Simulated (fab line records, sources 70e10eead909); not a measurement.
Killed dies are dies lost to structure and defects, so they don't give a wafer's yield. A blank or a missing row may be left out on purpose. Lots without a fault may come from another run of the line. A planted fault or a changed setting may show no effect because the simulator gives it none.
fab line records | flow nand_harc
record lots=14 wafers=42 last_day=33
route steps=1302 shown A_ONON_D2@549 END@1302
lots that met no fault: from a run of the same line without faults
start_h: hours from the record's first day to the start of the lot's first wafer shown | wait_h: hours since the lot's step before | " the same as in the row above | L1.1+2: a row that stands for several wafers | - no value, or no start given | * or withheld: withheld | < > ~ a bound
route shown NAME@n: a module of which the file shows steps, and the number in the route of the first | usual: mean/standard deviation of fault-free wafers | same: alike in all rows | chamber/n: place in a boat | sites: the reading at each site | _std_site: their standard deviation | _edge_site: outer sites' mean less inner sites' | radius_mm: how far each site lies from the wafer's centre | mask NAME#n: copy n | behind: the tool/chamber that last shaped the wafer | hold: why the lot was held/for how many hours/how that ended | device: the transistor (n, p or np) that didn't switch | end of line: the same wafers' tests at the end of the route | a step without rows: its recipe alone | killed: dies lost to structure and defects at the first sort, not the wafer's yield | map: a wafer's dies, x killed, . not, _ none there
set.NAME: the setting as run; set.NAME@STEP: as run at that earlier step | model.NAME: the simulator's own value behind a step, which no gauge read
steps of the route over a sample of lots; a table a step, a row a wafer
services: from which hour (start_h, from the record's first day; less than 0 if before it) a tool's chamber was out of use, for how many hours, and why
## steps
# step NHARC_A_ONON_D2_DEP_06
# recipe target_thk_a=10000 n2_flow_sccm=2750 n2o_flow_sccm=2000 nh3_flow_sccm=500 sih4_flow_sccm=210 temp_c=400
# columns lot.wafer tool chamber start_h wait_h
L825.3+4+5 pecvd_onon-01 0 293.78 0.2
L824.4+5+6 pecvd_onon-04 0 294.00 0.2
L826.3+4+5 pecvd_onon-02 0 294.12 0.2
L828.2+3+4 pecvd_onon-01 0 320.01 0.1
L830.1+3+6 pecvd_onon-01 0 341.94 0.1
L832.1+2+5 pecvd_onon-01 0 355.75 0.1
L833.1+2+6 pecvd_onon-02 0 361.35 0.1
L834.3+4+5 pecvd_onon-04 0 374.78 0.2
L835.1+4+6 pecvd_onon-01 0 385.72 0.1
L838.2+4+6 pecvd_onon-04 0 416.16 0.1
L840.1+4+5 pecvd_onon-02 0 436.54 0.1
L842.1+4+6 pecvd_onon-04 0 450.11 0.1
L846.2+3+5 pecvd_onon-01 0 492.50 0.1
L847.1+2+3 pecvd_onon-02 0 499.70 0.2
# step NHARC_A_ONON_D2_THK_MEAS_08
# recipe thk_meas_gauge=ellipsometry
# usual thk_nm=997/12
# columns lot.wafer tool chamber start_h wait_h thk_nm
L825.3 film_metro-02 - 294.18 - 1021
L825.4 " - " " 1023
L825.5 " - " " 1023
L824.4 film_metro-01 - 294.34 - 992
L824.5 " - " " 993
L824.6 " - " " 993
L826.3 film_metro-02 - 294.52 - 1003
L826.4 " - " " 1003
L826.5 " - " " 1003
L828.2 film_metro-01 - 320.46 - 994
L828.3 " - " " 993
L828.4 " - " " 993
L830.1 film_metro-01 - 342.44 - 999
L830.3 " - " " 999
L830.6 " - " " 1000
L832.1 film_metro-02 - 356.26 - 991
L832.2 " - " " 991
L832.5 " - " " 988
L833.1 film_metro-01 - 361.87 - 998
L833.2 " - " " 998
L833.6 " - " " 996
L834.3 film_metro-01 - 375.18 - 981
L834.4 " - " " 980
L834.5 " - " " 980
L835.1 film_metro-01 - 386.23 - 982
L835.4 " - " " 982
L835.6 " - " " 982
L838.2 film_metro-02 - 416.62 - 636
L838.4 " - " " 992
L838.6 " - " " 637
L840.1 film_metro-01 - 437.05 - 1000
L840.4 " - " " 1002
L840.5 " - " " 999
L842.1 film_metro-02 - 450.63 - 985
L842.4 " - " " 986
L842.6 " - " " 629
L846.2 film_metro-01 - 492.96 - 973
L846.3 " - " " 973
L846.5 " - " " 976
L847.1 film_metro-01 - 500.22 - 1030
L847.2 " - " " 1029
L847.3 " - " " 1029
# step NHARC_END_SORT_01
# recipe temp_c=25
# usual killed_at_array=52/16 killed_at_other=0.8/0.98 killed_at_periphery=4.2/2.9 killed_dies=57/16 killed_open=3.3/1.9 killed_short=2.5/1.5
# same gross_dies=677
# columns lot.wafer tool chamber start_h wait_h killed_at_array killed_at_other killed_at_periphery killed_dies killed_open killed_short
L825.3 prober-01 0 581.40 3.1 57 2 1 60 7 2
L825.4 prober-01 0 582.19 3.4 67 1 1 69 1 3
L825.5 prober-01 0 582.98 3.7 59 1 2 62 4 3
L824.4 prober-02 0 582.25 3.4 27 0 8 35 4 1
L824.5 prober-02 0 583.05 3.7 30 0 7 37 1 7
L824.6 prober-02 0 583.85 4.0 26 0 1 27 2 1
L828.2 prober-01 0 596.23 2.8 28 0 8 36 3 5
L828.3 prober-01 0 597.04 3.1 57 0 2 59 2 2
L828.4 prober-01 0 597.84 3.4 52 0 0 52 4 1
L826.3 prober-02 0 603.88 3.1 46 3 4 53 5 2
L826.4 prober-02 0 604.67 3.4 52 0 4 56 8 2
L826.5 prober-02 0 605.46 3.7 24 0 2 26 2 1
L830.1 prober-02 0 624.66 2.4 82 0 3 85 3 5
L830.3 prober-02 0 626.25 3.1 79 0 1 80 2 3
L830.6 prober-02 0 628.65 4.0 66 0 7 73 8 3
L833.1 prober-02 0 640.08 2.5 61 3 3 67 3 3
L833.2 prober-02 0 640.88 2.8 62 4 3 69 1 2
L833.6 prober-02 0 644.05 4.0 50 4 1 55 5 1
L832.1 prober-01 0 640.08 2.5 46 0 10 56 6 2
L832.2 prober-01 0 640.88 2.8 58 2 4 64 2 2
L832.5 prober-01 0 643.27 3.7 53 1 14 68 6 2
L834.3 prober-02 0 664.90 3.1 56 1 4 61 7 2
L834.4 prober-02 0 665.70 3.4 57 1 4 62 1 2
L834.5 prober-02 0 666.49 3.7 70 2 4 76 3 3
L835.1 prober-02 0 671.10 2.5 72 1 10 83 5 4
L835.4 prober-02 0 673.50 3.4 54 2 6 62 0 2
L835.6 prober-02 0 675.09 4.0 59 1 13 73 7 5
L838.2 prober-01 0 695.03 2.8 674 1 2 677 2 2
L838.4 prober-01 0 696.62 3.4 54 0 3 57 5 1
L838.6 prober-01 0 698.21 4.0 673 0 4 677 4 0
L842.1 prober-01 0 726.39 2.5 52 1 4 57 5 2
L842.4 prober-01 0 728.81 3.4 46 3 8 57 6 7
L842.6 prober-01 0 730.43 4.0 668 0 9 677 2 2
L840.1 prober-02 0 726.40 2.5 74 1 9 84 1 2
L840.4 prober-02 0 728.81 3.4 58 1 6 65 4 4
L840.5 prober-02 0 729.61 3.7 72 2 6 80 7 1
L846.2 prober-02 0 781.06 2.8 31 3 2 36 3 0
L846.3 prober-02 0 781.86 3.1 37 1 1 39 3 4
L846.5 prober-02 0 783.47 3.7 38 1 4 43 4 4
L847.1 prober-01 0 795.41 2.5 67 0 7 74 4 5
L847.2 prober-01 0 796.22 2.8 56 0 7 63 3 4
L847.3 prober-01 0 797.03 3.1 52 0 8 60 6 5
# killed by level:class
L825.3 A_SLIT:chamber_film_flake=20 A_CHANNEL_HOLE_D1:chamber_film_flake=16 A_CHANNEL_HOLE_D2:chamber_film_flake=5 A_WL_FILL:chamber_film_flake=5 A_ONON_D1:geometric_particle:open=2 THIN_TSV:chamber_film_flake=2 P_M2:geometric_particle:open=1 A_CHANNEL_HOLE_D1:geometric_particle:open=1
L825.4 A_CHANNEL_HOLE_D1:chamber_film_flake=29 A_SLIT:chamber_film_flake=29 A_CHANNEL_HOLE_D2:chamber_film_flake=3 A_CONTACT:chamber_film_flake=2 A_ONON_D1:geometric_particle:short=1 A_CHANNEL_FILL_D1:geometric_particle:short=1 A_ONON_D2:geometric_particle:short=1 A_CHANNEL_FILL_D2:geometric_particle:open=1
L824.4 A_CHANNEL_HOLE_D2:chamber_film_flake=20 P_GATE:chamber_film_flake=5 P_GATE:geometric_particle:open=2 A_CHANNEL_HOLE_D1:chamber_film_flake=2 P_CONTACT:geometric_particle:open=1 A_ONON_D1:geometric_particle:open=1 A_CHANNEL_HOLE_D1:geometric_particle:short=1 A_CONTACT:chamber_film_flake=1
L825.5 A_SLIT:chamber_film_flake=22 A_CHANNEL_HOLE_D1:chamber_film_flake=19 A_WL_FILL:chamber_film_flake=5 A_CHANNEL_HOLE_D2:chamber_film_flake=3 A_CONTACT:chamber_film_flake=2 P_CONTACT:geometric_particle:open=1 A_ONON_D1:geometric_particle:short=1 A_CHANNEL_HOLE_D1:geometric_particle:short=1
L824.5 A_CHANNEL_HOLE_D2:chamber_film_flake=17 P_GATE:chamber_film_flake=5 A_DECK1_JOINT:geometric_particle:short=4 A_CHANNEL_HOLE_D1:chamber_film_flake=2 A_WL_FILL:chamber_film_flake=2 A_CHANNEL_HOLE_D2:geometric_particle:short=1 A_CHANNEL_FILL_D2:geometric_particle:short=1 A_WL_FILL:geometric_particle:open=1
L824.6 A_CHANNEL_HOLE_D2:chamber_film_flake=20 A_CHANNEL_HOLE_D1:chamber_film_flake=2 A_CHANNEL_FILL_D1:geometric_particle:open=1 A_DECK1_JOINT:geometric_particle:open=1 A_M1:geometric_particle:short=1 P_GATE:chamber_film_flake=1 A_DECK1_JOINT:chamber_film_flake=1
L828.2 A_CHANNEL_HOLE_D2:chamber_film_flake=15 A_CHANNEL_HOLE_D1:chamber_film_flake=6 P_GATE:chamber_film_flake=3 A_M1:chamber_film_flake=2 P_CONTACT:geometric_particle:open=1 P_M0:geometric_particle:short=1 P_M0:geometric_particle:open=1 P_BONDPAD:geometric_particle:open=1
L828.3 A_CHANNEL_HOLE_D1:chamber_film_flake=26 A_CHANNEL_HOLE_D2:chamber_film_flake=14 A_CHANNEL_FILL_D1:chamber_film_flake=3 A_M1:chamber_film_flake=3 P_GATE:chamber_film_flake=2 A_DECK1_JOINT:chamber_film_flake=2 A_CONTACT:chamber_film_flake=2 A_DECK1_JOINT:geometric_particle:open=1
L828.4 A_CHANNEL_HOLE_D2:chamber_film_flake=26 A_CHANNEL_HOLE_D1:chamber_film_flake=15 A_CHANNEL_FILL_D1:chamber_film_flake=3 A_M0:geometric_particle:open=2 A_CONTACT:chamber_film_flake=2 A_CHANNEL_FILL_D2:geometric_particle:open=1 A_WL_FILL:geometric_particle:short=1 A_BLC:geometric_particle:open=1
L826.3 A_CHANNEL_HOLE_D2:chamber_film_flake=21 A_CHANNEL_HOLE_D1:chamber_film_flake=18 THIN_TSV:chamber_film_flake=3 P_M1:geometric_particle:open=2 A_CONTACT:chamber_film_flake=2 P_M0:geometric_particle:open=1 P_M1:geometric_particle:short=1 A_ONON_D1:geometric_particle:open=1
L826.4 A_CHANNEL_HOLE_D1:chamber_film_flake=29 A_CHANNEL_HOLE_D2:chamber_film_flake=12 A_CONTACT:chamber_film_flake=3 P_GATE:geometric_particle:open=2 P_CONTACT:geometric_particle:open=1 A_CHANNEL_FILL_D1:geometric_particle:short=1 A_DECK1_JOINT:geometric_particle:open=1 A_ONON_D2:geometric_particle:short=1
L826.5 A_CHANNEL_HOLE_D1:chamber_film_flake=13 A_CHANNEL_HOLE_D2:chamber_film_flake=8 P_M0:geometric_particle:open=1 A_DECK1_JOINT:geometric_particle:open=1 A_CHANNEL_FILL_D2:geometric_particle:short=1 P_STI:chamber_film_flake=1 A_STAIRCASE:chamber_film_flake=1
L830.1 A_CHANNEL_HOLE_D2:chamber_film_flake=39 A_SLIT:chamber_film_flake=28 A_CHANNEL_HOLE_D1:chamber_film_flake=3 A_M0:chamber_film_flake=3 P_CONTACT:geometric_particle:short=1 A_ONON_D1:geometric_particle:short=1 A_ONON_D1:geometric_particle:open=1 A_DECK1_JOINT:geometric_particle:short=1
L830.3 A_SLIT:chamber_film_flake=34 A_CHANNEL_HOLE_D2:chamber_film_flake=27 A_CHANNEL_HOLE_D1:chamber_film_flake=5 A_STAIRCASE:chamber_film_flake=3 A_WL_FILL:chamber_film_flake=2 P_GATE:geometric_particle:short=1 A_CHANNEL_HOLE_D1:geometric_particle:open=1 A_ONON_D2:geometric_particle:short=1
L830.6 A_SLIT:chamber_film_flake=26 A_CHANNEL_HOLE_D2:chamber_film_flake=24 P_CONTACT:geometric_particle:open=2 P_M0:geometric_particle:open=2 P_ZERO_WELL:chamber_film_flake=2 A_CHANNEL_HOLE_D1:chamber_film_flake=2 A_CHANNEL_FILL_D1:chamber_film_flake=2 A_CONTACT:chamber_film_flake=2
L833.1 A_CHANNEL_HOLE_D2:chamber_film_flake=22 A_CHANNEL_HOLE_D1:chamber_film_flake=20 A_CHANNEL_FILL_D1:chamber_film_flake=3 A_STAIRCASE:chamber_film_flake=3 A_CONTACT:chamber_film_flake=3 THIN_TSV:chamber_film_flake=3 A_WL_FILL:chamber_film_flake=2 A_SGD_CUT:chamber_film_flake=2
L832.1 A_SLIT:chamber_film_flake=17 P_CONTACT:chamber_film_flake=9 A_CHANNEL_HOLE_D2:chamber_film_flake=8 A_WL_FILL:chamber_film_flake=5 A_CHANNEL_FILL_D2:geometric_particle:open=3 A_STAIRCASE:chamber_film_flake=3 A_CONTACT:chamber_film_flake=3 P_CONTACT:geometric_particle:open=1
L833.2 A_CHANNEL_HOLE_D1:chamber_film_flake=27 A_CHANNEL_HOLE_D2:chamber_film_flake=16 A_CHANNEL_FILL_D1:chamber_film_flake=4 A_WL_FILL:chamber_film_flake=4 THIN_TSV:chamber_film_flake=4 A_STAIRCASE:chamber_film_flake=3 P_ZERO_WELL:chamber_film_flake=2 A_SLIT:chamber_film_flake=2
L832.2 A_SLIT:chamber_film_flake=28 A_CHANNEL_HOLE_D2:chamber_film_flake=12 A_STAIRCASE:chamber_film_flake=5 P_CONTACT:chamber_film_flake=3 A_CHANNEL_HOLE_D1:chamber_film_flake=2 A_DECK1_JOINT:chamber_film_flake=2 A_WL_FILL:chamber_film_flake=2 A_M1:chamber_film_flake=2
L832.5 A_SLIT:chamber_film_flake=24 A_CHANNEL_HOLE_D2:chamber_film_flake=17 P_CONTACT:chamber_film_flake=10 A_STAIRCASE:chamber_film_flake=4 P_M1:geometric_particle:open=2 A_CHANNEL_FILL_D2:geometric_particle:open=2 A_CHANNEL_FILL_D1:chamber_film_flake=2 P_CONTACT:geometric_particle:short=1
L833.6 A_CHANNEL_HOLE_D1:chamber_film_flake=19 A_CHANNEL_HOLE_D2:chamber_film_flake=16 A_STAIRCASE:chamber_film_flake=4 A_CHANNEL_FILL_D1:chamber_film_flake=3 THIN_TSV:chamber_film_flake=3 A_CONTACT:chamber_film_flake=2 P_CONTACT:geometric_particle:open=1 A_ONON_D1:geometric_particle:open=1
L834.3 A_SLIT:chamber_film_flake=18 A_CHANNEL_HOLE_D2:chamber_film_flake=16 A_CONTACT:chamber_film_flake=6 P_CONTACT:chamber_film_flake=3 A_CHANNEL_HOLE_D1:chamber_film_flake=3 A_ONON_D2:geometric_particle:open=2 A_STAIRCASE:chamber_film_flake=2 A_BLC:chamber_film_flake=2
L834.4 A_SLIT:chamber_film_flake=30 A_CHANNEL_HOLE_D2:chamber_film_flake=12 A_STAIRCASE:chamber_film_flake=4 A_CONTACT:chamber_film_flake=4 P_CONTACT:chamber_film_flake=3 A_CHANNEL_HOLE_D1:chamber_film_flake=2 A_BLC:chamber_film_flake=2 A_CHANNEL_FILL_D1:geometric_particle:short=1
L834.5 A_SLIT:chamber_film_flake=31 A_CHANNEL_HOLE_D2:chamber_film_flake=14 A_CONTACT:chamber_film_flake=9 A_CHANNEL_HOLE_D1:chamber_film_flake=5 A_BLC:chamber_film_flake=4 P_CONTACT:chamber_film_flake=3 A_STAIRCASE:chamber_film_flake=2 P_CONTACT:geometric_particle:short=1
L835.1 A_SLIT:chamber_film_flake=39 A_CHANNEL_HOLE_D2:chamber_film_flake=13 P_BONDPAD:chamber_film_flake=7 A_CONTACT:chamber_film_flake=4 A_CHANNEL_FILL_D1:geometric_particle:short=3 P_STI:chamber_film_flake=3 A_ONON_D2:geometric_particle:open=2 A_CHANNEL_HOLE_D1:chamber_film_flake=2
L835.4 A_SLIT:chamber_film_flake=20 A_CHANNEL_HOLE_D2:chamber_film_flake=20 P_STI:chamber_film_flake=5 A_CHANNEL_HOLE_D1:chamber_film_flake=4 A_CONTACT:chamber_film_flake=3 A_BLC:chamber_film_flake=2 THIN_TSV:chamber_film_flake=2 A_SOURCE_PLATE:geometric_particle:short=1
L835.6 A_SLIT:chamber_film_flake=34 P_STI:chamber_film_flake=8 A_CHANNEL_HOLE_D2:chamber_film_flake=8 A_SOURCE_PLATE:geometric_particle:open=2 A_STAIRCASE:chamber_film_flake=2 P_M0:geometric_particle:open=1 P_M1:geometric_particle:open=1 A_ONON_D1:geometric_particle:open=1
L838.2 A_ONON_D2:area_dep=627 A_CHANNEL_HOLE_D1:chamber_film_flake=28 A_STAIRCASE:chamber_film_flake=4 A_SLIT:chamber_film_flake=3 A_WL_FILL:chamber_film_flake=3 A_CONTACT:chamber_film_flake=3 A_ONON_D1:geometric_particle:open=1 A_WL_FILL:geometric_particle:short=1
L838.4 A_CHANNEL_HOLE_D1:chamber_film_flake=39 A_STAIRCASE:chamber_film_flake=4 A_SLIT:chamber_film_flake=3 A_M0:geometric_particle:open=2 A_CONTACT:chamber_film_flake=2 P_M0:geometric_particle:open=1 A_WL_FILL:geometric_particle:short=1 A_BLC:geometric_particle:open=1
L838.6 A_ONON_D2:area_dep=632 A_CHANNEL_HOLE_D1:chamber_film_flake=22 A_STAIRCASE:chamber_film_flake=6 A_CONTACT:chamber_film_flake=3 A_CHANNEL_HOLE_D1:geometric_particle:open=2 P_ZERO_WELL:chamber_film_flake=2 A_DECK1_JOINT:chamber_film_flake=2 A_SLIT:chamber_film_flake=2
L842.1 A_CHANNEL_HOLE_D1:chamber_film_flake=21 A_CONTACT:chamber_film_flake=10 A_BLC:chamber_film_flake=8 A_STAIRCASE:chamber_film_flake=5 A_CHANNEL_FILL_D2:geometric_particle:open=2 P_ZERO_WELL:chamber_film_flake=2 A_SLIT:chamber_film_flake=2 A_SGD_CUT:geometric_particle:short=1
L840.1 A_CHANNEL_HOLE_D1:chamber_film_flake=32 A_SLIT:chamber_film_flake=32 P_M2:chamber_film_flake=4 A_CONTACT:chamber_film_flake=4 P_STI:chamber_film_flake=2 P_GATE:chamber_film_flake=2 A_DECK1_JOINT:chamber_film_flake=2 A_DECK1_JOINT:geometric_particle:open=1
L840.4 A_SLIT:chamber_film_flake=24 A_CHANNEL_HOLE_D1:chamber_film_flake=14 A_CONTACT:chamber_film_flake=8 P_M2:chamber_film_flake=3 A_STAIRCASE:chamber_film_flake=3 P_CONTACT:geometric_particle:open=1 A_CHANNEL_HOLE_D1:geometric_particle:open=1 A_CHANNEL_FILL_D1:geometric_particle:short=1
L842.4 A_CHANNEL_HOLE_D1:chamber_film_flake=16 A_CONTACT:chamber_film_flake=6 A_BLC:chamber_film_flake=5 A_STAIRCASE:chamber_film_flake=4 P_GATE:geometric_particle:open=2 A_M0:geometric_particle:short=2 P_M0:chamber_film_flake=2 THIN_TSV:chamber_film_flake=2
L840.5 A_SLIT:chamber_film_flake=33 A_CHANNEL_HOLE_D1:chamber_film_flake=30 THIN_TSV:chamber_film_flake=2 P_GATE:geometric_particle:short=1 P_M0:geometric_particle:open=1 P_BONDPAD:geometric_particle:open=1 A_ONON_D1:geometric_particle:open=1 A_ONON_D2:geometric_particle:open=1
L842.6 A_ONON_D2:area_dep=633 A_CHANNEL_HOLE_D1:chamber_film_flake=15 A_STAIRCASE:chamber_film_flake=6 A_CONTACT:chamber_film_flake=6 P_GATE:chamber_film_flake=4 A_BLC:chamber_film_flake=4 A_SLIT:chamber_film_flake=3 P_CONTACT:geometric_particle:open=2
L846.2 A_SLIT:chamber_film_flake=19 A_CONTACT:chamber_film_flake=3 THIN_TSV:chamber_film_flake=3 A_CHANNEL_FILL_D1:chamber_film_flake=2 A_CHANNEL_FILL_D2:chamber_film_flake=2 P_GATE:geometric_particle:open=1 P_M0:geometric_particle:open=1 A_WL_FILL:geometric_particle:open=1
L846.3 A_SLIT:chamber_film_flake=23 A_CONTACT:chamber_film_flake=3 A_WL_FILL:geometric_particle:short=2 A_CHANNEL_FILL_D1:chamber_film_flake=2 A_CHANNEL_FILL_D1:geometric_particle:open=1 A_DECK1_JOINT:geometric_particle:short=1 A_CHANNEL_FILL_D2:geometric_particle:short=1 A_CHANNEL_FILL_D2:geometric_particle:open=1
L846.5 A_SLIT:chamber_film_flake=16 A_CONTACT:chamber_film_flake=9 A_CHANNEL_FILL_D1:chamber_film_flake=3 A_DECK1_JOINT:chamber_film_flake=2 A_BONDPAD:chamber_film_flake=2 P_CONTACT:geometric_particle:open=1 P_M0:geometric_particle:open=1 P_M2:geometric_particle:open=1
L847.1 A_SLIT:chamber_film_flake=35 A_CHANNEL_HOLE_D1:chamber_film_flake=16 P_ZERO_WELL:chamber_film_flake=4 A_STAIRCASE:chamber_film_flake=4 A_CONTACT:chamber_film_flake=3 A_CHANNEL_FILL_D2:geometric_particle:short=2 P_CONTACT:geometric_particle:open=1 P_M0:geometric_particle:open=1
L847.2 A_SLIT:chamber_film_flake=25 A_CHANNEL_HOLE_D1:chamber_film_flake=15 A_CONTACT:chamber_film_flake=6 P_ZERO_WELL:chamber_film_flake=4 A_STAIRCASE:chamber_film_flake=3 P_M0:geometric_particle:short=2 A_WL_FILL:chamber_film_flake=2 P_CONTACT:geometric_particle:open=1
L847.3 A_SLIT:chamber_film_flake=22 A_CHANNEL_HOLE_D1:chamber_film_flake=13 P_ZERO_WELL:chamber_film_flake=5 A_CONTACT:chamber_film_flake=4 A_CHANNEL_FILL_D1:geometric_particle:open=2 A_CHANNEL_FILL_D2:geometric_particle:short=2 A_WL_FILL:chamber_film_flake=2 P_M0:geometric_particle:open=1
## services
# columns tool chamber start_h hours kind
pecvd_onon-02 - 289.69 2.5 repair
pecvd_onon-04 - 311.32 13.0 pm
pecvd_onon-02 - 366.00 13.0 pm
pecvd_onon-01 - 450.04 13.0 pm
pecvd_onon-04 - 492.32 13.0 pm
## key
first_sign step=NHARC_A_ONON_D2_THK_MEAS_08 reading=thk_nm direction=down sigmas=29 usual=997 struck=634
effect step=NHARC_END_SORT_01 reading=killed_at_array direction=up sigmas=39 usual=52 struck=672
more_kills_born_at NHARC_A_ONON_D2_DEP_06@pecvd_onon-04=1892
met_at NHARC_A_ONON_D2_DEP_06
struck_lots L838,L842
struck_wafers L838.2,L838.6,L842.6
later_rows_left_out L838.2,L838.6,L842.6
tester_left_out L838,L842
onset_between 374.78 416.16
fault kind=process_parameter_drift tool=pecvd_onon-04 chamber=- onset_h=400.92 steps=NHARC_A_ONON_D2_DEP_06 channel=target_thk_a offset=* shape=step end_h=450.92 scope=struck_wafers_only acts_in=* stated=*
# tester_left_out: of these lots the tester's yield and bins aren't shown, on N5 and GAA mostly nor the transistor test; their killed dies are dies lost to structure and defects alone, not to doping, threshold or leakage, so they don't give the yield
# later_rows_left_out: the simulator's readings of these wafers behind a module that went badly wrong aren't trusted and aren't shown, but for the sort
